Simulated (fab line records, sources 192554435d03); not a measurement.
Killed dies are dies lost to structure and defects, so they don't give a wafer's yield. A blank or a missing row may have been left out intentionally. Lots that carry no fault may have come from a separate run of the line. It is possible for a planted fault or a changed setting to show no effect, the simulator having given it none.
fab line records ; flow n5Finfet
record: lots: 10; wafers: 28; lastDay: 17
route steps=1938 shown BEOL_M3@1004 BEOL_M4@1021 PASSIVATION@1936
lots untouched by any fault: they come from a run of this same line in which no faults occurred
startH: hours from the record's opening day to when the first of the lot's shown wafers began ; waitH: hours from the lot's prior step to this one ; " the same as in the row above ; L1.1+2: a single row standing in for several wafers ; - either no value or no given start ; * or withheld: withheld ; < > ~ a bound
route shown NAME@n: names a module that has steps shown in the file, with the first one's number in the route ; usual: mean/standard deviation of fault-free wafers ; same: alike in all rows ; chamber/n: place in a boat ; sites: the reading at each site ; _std_site: standard deviation of those values ; _edge_site: inner sites' mean taken away from outer sites' mean ; radiusMm: how far each site lies from the wafer's centre ; mask NAME#n: copy n ; behind: the most recent tool/chamber to have shaped the wafer ; hold: what put the lot on hold/how long, in hours/how the hold closed ; device: transistor that didn't switch, given as n, p or np ; end of line: tests run on the same wafers once the route is complete ; a step without rows: its recipe alone ; killed: dies that structure and defects cost at the first sort, which is not the same as the wafer's yield ; map: a wafer's dies, marking killed ones x, the rest . and places with no die _
set.NAME: the setting as run; set.NAME@STEP: as run at that earlier step ; model.NAME: the simulator's own value behind a step, which no gauge read
the route's steps for a sample of lots (tables are steps, rows are wafers)
services: when a tool's chamber went out of use (startH, in hours from the record's first day, below 0 if earlier), for how many hours, and the reason
== steps ==
step: N5_BEOL_M3_SPUTTER_90
recipe: material: Cu; targetThkA: 45; tempC: -20; chamberPressurePa: 0.07; powerW: withheld; timeS: 8.29
usual: throttleValvePct: 30.2/1.5
lot.wafer;tool;chamber;startH;waitH;throttleValvePct
L476.1;pvdSputter-01;-;176.92;0.1;28.5
L476.4;pvdSputter-01;-;176.92;0.1;30.1
L476.6;pvdSputter-01;-;176.92;0.1;30.7
L478.2;pvdSputter-03;-;186.48;0.1;29.9
L478.3;pvdSputter-03;-;186.48;0.1;32.0
L478.4;pvdSputter-03;-;186.48;0.1;29.1
L477.2;pvdSputter-02;-;188.32;0.1;32.4
L477.3;pvdSputter-02;-;188.32;0.1;31.5
L477.6;pvdSputter-02;-;188.32;0.1;31.5
L487.3;pvdSputter-01;-;244.09;0.1;29.9
L487.4;pvdSputter-01;-;244.09;0.1;28.5
L487.6;pvdSputter-01;-;244.09;0.1;28.6
L488.1;pvdSputter-01;-;249.26;0.1;28.6
L488.3;pvdSputter-01;-;249.26;0.1;30.4
L488.5;pvdSputter-01;-;249.26;0.1;28.5
L490.3;pvdSputter-02;-;264.00;0.1;31.3
L490.4;pvdSputter-02;-;264.00;0.1;32.4
L491.1;pvdSputter-01;-;280.83;0.1;30.7
L491.5;pvdSputter-01;-;280.83;0.1;28.3
L491.6;pvdSputter-01;-;280.83;0.1;30.1
L493.1;pvdSputter-03;-;282.06;0.1;31.5
L493.5;pvdSputter-03;-;282.06;0.1;31.9
L492.2;pvdSputter-02;-;283.63;0.1;31.4
L492.3;pvdSputter-02;-;283.63;0.1;30.3
L492.5;pvdSputter-02;-;283.63;0.1;30.4
L494.2;pvdSputter-03;-;285.14;0.1;31.6
L494.3;pvdSputter-03;-;285.14;0.1;30.0
L494.6;pvdSputter-03;-;285.14;0.1;31.8
step: N5_BEOL_M3_ANNEAL_91
recipe: tempC: 400; timeS: 240; ambient: vacuum
usual: heaterPowerW: 873/78
lot.wafer;tool;chamber;startH;waitH;heaterPowerW
L476.1;pvdSputter-01;-;177.00;0.0;707
L476.4;pvdSputter-01;-;177.00;0.0;824
L476.6;pvdSputter-01;-;177.00;0.0;852
L478.2;pvdSputter-03;-;186.56;0.0;943
L478.3;pvdSputter-03;-;186.56;0.0;929
L478.4;pvdSputter-03;-;186.56;0.0;756
L477.2;pvdSputter-02;-;188.40;0.0;850
L477.3;pvdSputter-02;-;188.40;0.0;924
L477.6;pvdSputter-02;-;188.40;0.0;948
L487.3;pvdSputter-01;-;244.17;0.0;838
L487.4;pvdSputter-01;-;244.17;0.0;952
L487.6;pvdSputter-01;-;244.17;0.0;700
L488.1;pvdSputter-01;-;249.34;0.0;959
L488.3;pvdSputter-01;-;249.34;0.0;853
L488.5;pvdSputter-01;-;249.34;0.0;709
L490.3;pvdSputter-02;-;264.08;0.0;927
L490.4;pvdSputter-02;-;264.08;0.0;836
L491.1;pvdSputter-01;-;280.91;0.0;840
L491.5;pvdSputter-01;-;280.91;0.0;714
L491.6;pvdSputter-01;-;280.91;0.0;843
L493.1;pvdSputter-03;-;282.14;0.0;824
L493.5;pvdSputter-03;-;282.14;0.0;922
L492.2;pvdSputter-02;-;283.71;0.0;924
L492.3;pvdSputter-02;-;283.71;0.0;955
L492.5;pvdSputter-02;-;283.71;0.0;964
L494.2;pvdSputter-03;-;285.22;0.0;906
L494.3;pvdSputter-03;-;285.22;0.0;955
L494.6;pvdSputter-03;-;285.22;0.0;816
step: N5_BEOL_M3_ANNEAL_95
recipe: tempC: 400; timeS: 240; ambient: vacuum
usual: heaterPowerW: 873/79
lot.wafer;tool;chamber;startH;waitH;heaterPowerW
L476.1;pvdSputter-01;-;177.44;0.0;708
L476.4;pvdSputter-01;-;177.44;0.0;843
L476.6;pvdSputter-01;-;177.44;0.0;838
L478.2;pvdSputter-03;-;187.00;0.0;960
L478.3;pvdSputter-03;-;187.00;0.0;916
L478.4;pvdSputter-03;-;187.00;0.0;780
L477.2;pvdSputter-02;-;188.84;0.0;840
L477.3;pvdSputter-02;-;188.84;0.0;952
L477.6;pvdSputter-02;-;188.84;0.0;933
L487.3;pvdSputter-01;-;244.61;0.0;846
L487.4;pvdSputter-01;-;244.61;0.0;911
L487.6;pvdSputter-01;-;244.61;0.0;698
L488.1;pvdSputter-01;-;249.78;0.0;949
L488.3;pvdSputter-01;-;249.78;0.0;849
L488.5;pvdSputter-01;-;249.78;0.0;684
L490.3;pvdSputter-02;-;264.52;0.0;925
L490.4;pvdSputter-02;-;264.52;0.0;827
L491.1;pvdSputter-01;-;281.35;0.0;849
L491.5;pvdSputter-01;-;281.35;0.0;718
L491.6;pvdSputter-01;-;281.35;0.0;836
L493.1;pvdSputter-03;-;282.58;0.0;835
L493.5;pvdSputter-03;-;282.58;0.0;906
L492.2;pvdSputter-02;-;284.15;0.0;922
L492.3;pvdSputter-02;-;284.15;0.0;927
L492.5;pvdSputter-02;-;284.15;0.0;926
L494.2;pvdSputter-03;-;285.66;0.0;900
L494.3;pvdSputter-03;-;285.66;0.0;923
L494.6;pvdSputter-03;-;285.66;0.0;825
step: N5_BEOL_M4_ILD_DEP_00
recipe: material: SiOC; targetThkA: 790; tempC: 350; precursor: DEMS/O2; pressureTorr: 5; rfW: 500; timeS: 15.3
usual: heaterPowerW: 481/60; showerheadPlenumPTorr: 5.687/0.017; throttleValvePct: 12.1/0.61
lot.wafer;tool;chamber;startH;waitH;heaterPowerW;showerheadPlenumPTorr;throttleValvePct
L476.1;pecvd-04;2;178.69;0.0;503;5.676;11.3
L476.4;pecvd-04;2;178.69;0.0;494;5.687;11.2
L476.6;pecvd-04;1;178.69;0.0;513;5.709;12.1
L478.2;pecvd-04;2;188.31;0.0;556;5.673;11.2
L478.3;pecvd-04;0;188.31;0.0;558;5.705;11.9
L478.4;pecvd-04;2;188.31;0.0;580;5.693;11.4
L477.2;pecvd-01;2;190.10;0.0;497;5.673;12.7
L477.3;pecvd-01;1;190.10;0.0;395;5.653;13.0
L477.6;pecvd-01;0;190.10;0.0;565;5.676;11.9
L487.3;pecvd-01;1;245.89;0.1;434;5.675;13.5
L487.4;pecvd-01;2;245.89;0.1;427;5.685;11.8
L487.6;pecvd-01;2;245.89;0.1;411;5.675;11.9
L488.1;pecvd-04;1;251.03;0.0;534;5.709;12.2
L488.3;pecvd-04;2;251.03;0.0;602;5.672;11.5
L488.5;pecvd-04;2;251.03;0.0;474;5.680;11.3
L490.3;pecvd-02;2;265.77;0.0;452;5.698;11.7
L490.4;pecvd-02;1;265.77;0.0;370;5.692;11.9
L491.1;pecvd-02;1;282.65;0.0;407;5.680;11.4
L491.5;pecvd-02;2;282.65;0.0;461;5.678;11.5
L491.6;pecvd-02;1;282.65;0.0;412;5.683;11.7
L493.1;pecvd-04;0;284.03;0.0;533;5.712;11.9
L493.5;pecvd-04;0;284.03;0.0;531;5.695;12.2
L492.2;pecvd-04;1;285.40;0.0;502;5.705;12.1
L492.3;pecvd-04;2;285.40;0.0;562;5.676;11.5
L492.5;pecvd-04;1;285.40;0.0;512;5.713;12.3
L494.2;pecvd-02;2;286.91;0.0;455;5.703;11.6
L494.3;pecvd-02;1;286.91;0.0;394;5.676;11.8
L494.6;pecvd-02;0;286.91;0.0;461;5.698;13.0
step: N5_BEOL_M4_THK_MEAS_01
recipe: reads: SiOC_of_BEOL_M4_ILD_DEP_00
usual: M4_ILD_THK: 78.8/1.1
lot.wafer;tool;chamber;startH;waitH;M4_ILD_THK[nm]
L476.1;filmMetro-02;-;178.76;0.0;60.5
L476.4;filmMetro-02;-;178.76;0.0;61.8
L476.6;filmMetro-02;-;178.76;0.0;79.8
L478.2;filmMetro-02;-;188.38;0.1;78.3
L478.3;filmMetro-02;-;188.38;0.1;78.5
L478.4;filmMetro-02;-;188.38;0.1;60.5
L477.2;filmMetro-01;-;190.17;0.1;77.7
L477.3;filmMetro-01;-;190.17;0.1;76.5
L477.6;filmMetro-01;-;190.17;0.1;79.4
L487.3;filmMetro-01;-;245.97;0.1;79.1
L487.4;filmMetro-01;-;245.97;0.1;81.8
L487.6;filmMetro-01;-;245.97;0.1;80.3
L488.1;filmMetro-02;-;251.11;0.1;78.5
L488.3;filmMetro-02;-;251.11;0.1;79.1
L488.5;filmMetro-02;-;251.11;0.1;79.3
L490.3;filmMetro-02;-;265.84;0.1;79.4
L490.4;filmMetro-02;-;265.84;0.1;79.9
L491.1;filmMetro-02;-;282.73;0.1;78.7
L491.5;filmMetro-02;-;282.73;0.1;80.2
L491.6;filmMetro-02;-;282.73;0.1;79.8
L493.1;filmMetro-02;-;284.10;0.0;78.0
L493.5;filmMetro-02;-;284.10;0.0;79.7
L492.2;filmMetro-01;-;285.47;0.1;77.1
L492.3;filmMetro-01;-;285.47;0.1;76.2
L492.5;filmMetro-01;-;285.47;0.1;78.0
L494.2;filmMetro-01;-;286.98;0.1;77.6
L494.3;filmMetro-01;-;286.98;0.1;78.7
L494.6;filmMetro-01;-;286.98;0.1;78.7
step: N5_BEOL_M4_RC_MEAS_101
usual: DIBL_N: 37.1/1.9; DIBL_P: 37.2/2.3; IOFF_N: 0.18/0.04; IOFF_P: 0.23/0.044; ION_N: 682/11; ION_P: 468/8.6; SS_N: 71.9/0.68; SS_P: 73.5/0.74; VT_N: 248/3.4; VT_P: -248/3.4
lot.wafer;tool;chamber;startH;waitH;DIBL_N[mV/V];DIBL_P[mV/V];IOFF_N[nA/um];IOFF_P[nA/um];ION_N[uA/um];ION_P[uA/um];SS_N[mV/dec];SS_P[mV/dec];VT_N[mV];VT_P[mV]
L476.1;prober-01;0;192.99;0.0;40.9;38.9;0.24;0.29;696;474;72.2;73.9;242;-246
L476.4;prober-01;0;192.99;0.0;38.7;35.7;0.19;0.22;677;460;71.5;72.8;246;-248
L476.6;prober-01;0;192.99;0.0;39.4;37.6;0.19;0.25;678;463;71.9;73.9;248;-248
L478.2;prober-02;0;198.42;0.2;32.9;33.4;0.11;0.16;660;455;70.7;72.0;254;-254
L478.3;prober-02;0;198.42;0.2;35.6;35.8;0.16;0.19;679;461;71.8;72.5;248;-252
L478.4;prober-02;0;198.42;0.2;34.9;34.8;0.15;0.17;670;460;72.0;72.5;249;-254
L477.2;prober-01;0;200.67;0.2;33.4;32.2;0.12;0.17;669;460;71.7;71.5;251;-250
L477.3;prober-01;0;200.67;0.2;37.4;36.3;0.18;0.22;675;459;71.8;72.9;251;-248
L477.6;prober-01;0;200.67;0.2;34.6;34.1;0.14;0.19;674;462;71.1;72.6;252;-249
L487.3;prober-01;0;261.19;0.3;40.2;42.0;0.26;0.30;697;471;73.5;74.6;244;-245
L487.4;prober-01;0;261.19;0.3;37.6;39.5;0.20;0.26;687;465;72.0;74.1;246;-248
L487.6;prober-01;0;261.19;0.3;39.0;39.6;0.22;0.25;681;455;72.6;74.0;246;-247
L488.1;prober-02;0;265.64;0.0;38.1;37.8;0.16;0.21;685;469;71.9;73.6;250;-252
L488.3;prober-02;0;265.64;0.0;37.3;37.4;0.18;0.22;687;471;72.5;73.9;247;-251
L488.5;prober-02;0;265.64;0.0;37.4;37.3;0.16;0.21;676;470;72.7;72.8;251;-251
L490.3;prober-01;0;276.53;0.3;36.9;35.7;0.17;0.18;666;444;73.2;73.4;250;-256
L490.4;prober-01;0;276.53;0.3;37.8;35.7;0.19;0.19;670;452;73.0;73.2;251;-253
L491.1;prober-01;0;292.97;0.0;37.6;40.2;0.21;0.29;688;473;72.1;74.6;246;-246
L491.5;prober-01;0;292.97;0.0;37.4;39.5;0.19;0.26;681;464;71.8;74.0;247;-246
L491.6;prober-01;0;292.97;0.0;41.7;43.6;0.32;0.37;699;477;73.5;75.8;240;-244
L493.1;prober-01;0;294.81;0.0;36.3;37.3;0.19;0.26;689;471;72.2;73.4;246;-245
L493.5;prober-01;0;294.81;0.0;32.8;33.6;0.13;0.20;652;457;71.2;71.7;253;-250
L492.2;prober-02;0;295.52;0.2;35.7;36.0;0.16;0.20;685;469;70.9;73.0;248;-250
L492.3;prober-02;0;295.52;0.2;40.3;39.2;0.23;0.24;684;461;72.7;74.4;245;-252
L492.5;prober-02;0;295.52;0.2;36.5;36.0;0.16;0.20;685;468;71.6;73.3;249;-253
L494.2;prober-02;0;297.97;0.2;36.4;36.7;0.17;0.21;672;459;71.2;73.0;248;-252
L494.3;prober-02;0;297.97;0.2;36.8;36.7;0.17;0.22;671;454;72.2;73.5;248;-250
L494.6;prober-02;0;297.97;0.2;37.0;37.2;0.18;0.23;675;460;71.9;73.8;247;-250
step: N5_PASSIVATION_PROBE_49
usual: defectLimitedYield: 91.5/1.4; killed_at_M0_to_M3: 32/9.7; killed_at_M4_up: 14/5.3; killedAtContacts: 11/6; killedAtFrontEnd: 39/14; killedAtOther: 3.3/2.7; killedDies: 100/17; killedOpen: 66/13; killedShort: 32/7.4; sort_bin_4_leakage: 0.02/0.16; sort_bin_5_function: 4.9/0.9; sort_bin_6_memory: 3.2/0.72; sortNPass: 1080/17; sortYieldPct: 91.5/1.4
same: grossDies: 1180; killedAtBackSide: 0; sort_bin_8_speed[%]: 0
lot.wafer;tool;chamber;startH;waitH;defectLimitedYield[%];killed_at_M0_to_M3;killed_at_M4_up;killedAtContacts;killedAtFrontEnd;killedAtOther;killedDies;killedOpen;killedShort;sort_bin_4_leakage[%];sort_bin_5_function[%];sort_bin_6_memory[%];sortNPass;sortYieldPct[%]
L476.1;prober-02;-;294.63;0.0;89.0;34;12;27;52;5;130;89;41;0;6.6;4.3;1050;89.0
L476.4;prober-02;-;294.78;0.2;92.2;35;9;5;38;5;92;54;38;0;5.1;2.6;1088;92.2
L476.6;prober-02;-;294.88;0.3;90.8;39;15;9;44;2;109;69;40;0;5.3;3.7;1071;90.8
L487.3;prober-02;-;367.95;0.1;93.9;28;8;4;31;1;72;44;27;0;3.3;2.2;1108;93.9
L487.4;prober-02;-;368.00;0.2;92.7;27;9;7;41;2;86;49;29;0;4.1;2.1;1094;92.7
L487.6;prober-02;-;368.10;0.3;93.1;28;7;20;26;0;81;59;22;0;3.7;3.1;1099;93.1
L490.3;prober-02;-;377.55;0.1;90.8;26;7;30;46;0;109;79;29;0;5.8;3.0;1071;90.8
L490.4;prober-02;-;377.60;0.2;89.5;24;10;21;67;2;124;80;42;0;5.9;4.1;1056;89.5
L492.2;prober-02;-;392.33;0.1;90.8;52;25;2;28;1;108;70;35;0;5.4;3.3;1072;90.8
L492.3;prober-02;-;392.38;0.1;91.8;39;15;2;41;0;97;61;28;0;4.3;2.9;1083;91.8
L492.5;prober-02;-;392.48;0.2;89.4;40;21;8;55;1;125;80;36;0;5.5;4.2;1055;89.4
L491.1;prober-01;-;397.26;0.0;90.2;35;16;9;50;6;116;83;31;0;5.2;4.6;1064;90.2
L491.5;prober-01;-;397.46;0.2;91.4;21;15;10;49;6;101;71;28;0;5.3;3.1;1079;91.4
L491.6;prober-01;-;397.51;0.3;92.3;25;13;3;43;7;91;58;32;1.27;4.3;3.2;1074;91.0
killed by level:class
L476.1 MOL_CONTACT_COAG:geometricParticle:open=25 FIN_SAQP:geometricParticle:short=15 FIN_SAQP:geometricParticle:open=15 BEOL_M2:geometricParticle:open=9 BEOL_M3:geometricParticle:open=8 BEOL_M0_SAQP:geometricParticle:open=8 BEOL_M4:geometricParticle:open=7 STI_FIN_REVEAL:geometricParticle:open=6
L476.4 STI_FIN_REVEAL:geometricParticle:open=12 BEOL_M0_SAQP:geometricParticle:open=10 FIN_SAQP:geometricParticle:short=9 BEOL_M2:geometricParticle:open=9 BEOL_M0_SAQP:geometricParticle:short=8 GATE_CUT:geometricParticle:short=7 MOL_CONTACT_COAG:geometricParticle:open=4 BEOL_M2:geometricParticle:short=4
L476.6 FIN_SAQP:geometricParticle:short=12 BEOL_M2:geometricParticle:open=12 BEOL_M0_SAQP:geometricParticle:short=10 STI_FIN_REVEAL:geometricParticle:open=9 MOL_CONTACT_COAG:geometricParticle:open=8 BEOL_M0_SAQP:geometricParticle:open=8 BEOL_M4:geometricParticle:open=7 BEOL_M1:geometricParticle:open=5
L487.3 GATE_CUT:geometricParticle:short=6 BEOL_M3:geometricParticle:open=6 GATE_CUT:geometricParticle:open=5 STI_FIN_REVEAL:geometricParticle:open=5 BEOL_M0_SAQP:geometricParticle:short=5 FIN_SAQP:geometricParticle:short=4 FIN_SAQP:geometricParticle:open=3 BEOL_M0_SAQP:geometricParticle:open=3
L487.4 FIN_SAQP:geometricParticle:open=8 FIN_SAQP:geometricParticle:short=8 BEOL_M0_SAQP:geometricParticle:open=8 HKMG_FIN:areaEtch=8 GATE_CUT:geometricParticle:short=6 STARTING-WAFER:geometricParticle:open=5 MOL_CONTACT_COAG:geometricParticle:open=5 BEOL_M3:geometricParticle:open=4
L487.6 MOL_CONTACT_COAG:geometricParticle:open=18 BEOL_M2:geometricParticle:open=7 FIN_SAQP:geometricParticle:short=6 STI_FIN_REVEAL:geometricParticle:open=5 BEOL_M0_SAQP:geometricParticle:short=5 FIN_SAQP:geometricParticle:open=4 BEOL_M0:geometricParticle:open=4 BEOL_M1:geometricParticle:open=3
L490.3 MOL_CONTACT_COAG:geometricParticle:open=28 FIN_SAQP:geometricParticle:open=10 FIN_SAQP:geometricParticle:short=9 BEOL_M0_SAQP:geometricParticle:open=8 STI_FIN_REVEAL:geometricParticle:open=7 BEOL_M1:geometricParticle:short=7 STARTING-WAFER:geometricParticle:open=7 BEOL_M0_SAQP:geometricParticle:short=4
L490.4 STI_FIN_REVEAL:geometricParticle:open=18 MOL_CONTACT_COAG:geometricParticle:open=16 FIN_SAQP:geometricParticle:open=15 FIN_SAQP:geometricParticle:short=12 MOL_CONTACT_COAG:geometricParticle:short=5 BEOL_M1:geometricParticle:short=5 BEOL_M2:geometricParticle:open=5 DUMMY_GATE:geometricParticle:open=4
L492.2 BEOL_M0_SAQP:geometricParticle:open=19 BEOL_M0_SAQP:geometricParticle:short=13 BEOL_M3:geometricParticle:open=9 FIN_SAQP:geometricParticle:open=8 BEOL_M4:geometricParticle:open=8 BEOL_M1:geometricParticle:open=6 FIN_SAQP:geometricParticle:short=5 BEOL_M5:geometricParticle:short=4
L492.3 BEOL_M0_SAQP:geometricParticle:open=15 FIN_SAQP:geometricParticle:open=12 BEOL_M0_SAQP:geometricParticle:short=10 BEOL_M4:geometricParticle:open=10 FIN_SAQP:geometricParticle:short=8 HKMG_FIN:areaEtch=7 BEOL_M1:geometricParticle:open=6 BEOL_M3:geometricParticle:open=4
L492.5 FIN_SAQP:geometricParticle:short=10 FIN_SAQP:geometricParticle:open=10 BEOL_M0_SAQP:geometricParticle:open=10 BEOL_M3:geometricParticle:open=10 HKMG_FIN:areaEtch=8 BEOL_M1:geometricParticle:open=7 MOL_CONTACT_COAG:geometricParticle:open=6 BEOL_M4:geometricParticle:open=5
L491.1 FIN_SAQP:geometricParticle:open=11 BEOL_M2:geometricParticle:open=11 BEOL_M4:geometricParticle:open=10 MOL_CONTACT_COAG:geometricParticle:open=8 STI_FIN_REVEAL:geometricParticle:open=7 BEOL_M0_SAQP:geometricParticle:open=6 GATE_CUT:geometricParticle:short=6 BEOL_M3:geometricParticle:open=6
L491.5 FIN_SAQP:geometricParticle:open=15 MOL_CONTACT_COAG:geometricParticle:open=9 STI_FIN_REVEAL:geometricParticle:open=7 FIN_SAQP:geometricParticle:short=6 DUMMY_GATE:geometricParticle:open=6 BEOL_M0_SAQP:geometricParticle:short=6 BEOL_M0_SAQP:geometricParticle:open=6 BEOL_M4:geometricParticle:open=6
L491.6 FIN_SAQP:geometricParticle:open=10 DUMMY_GATE:geometricParticle:open=7 BEOL_M3:geometricParticle:open=7 BEOL_M4:geometricParticle:open=6 STARTING-WAFER:geometricParticle:open=6 ILD0:geometricParticle:short=4 BEOL_M1:geometricParticle:short=4 FIN_SAQP:geometricParticle:short=3
== services ==
tool;chamber;startH;hours;kind
pecvd-04;1;158.40;2.1;scheduledDown
pecvd-01;2;202.38;-;clean
pecvd-01;2;202.38;-;consumableReplace:showerhead
pecvd-01;2;202.38;29.0;scheduledDown
pecvd-01;2;202.38;29.0;ventCycle
pecvd-01;0;232.98;16.5;scheduledDown
pecvd-02;-;245.16;1.7;repair
== key ==
firstSign: step: N5_BEOL_M4_THK_MEAS_01; reading: M4_ILD_THK; direction: down; sigmas: 17; usual: 78.8; struck: 60.9
effect none on later readings
metAt N5_BEOL_M4_ILD_DEP_00
struckLots L476,L478
struckWafers L476.1,L476.4,L478.4
notActingAt N5_BEOL_M3_SPUTTER_90,N5_BEOL_M3_ANNEAL_91,N5_BEOL_M3_ANNEAL_95
fault: kind: processParameterDrift; tool: pecvd-04; chamber: -; onsetH: 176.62; steps: N5_BEOL_M4_ILD_DEP_00; channel: timeS; offset: *; shape: step; endH: 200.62; scope: struckWafersOnly; actsIn: *; stated: *
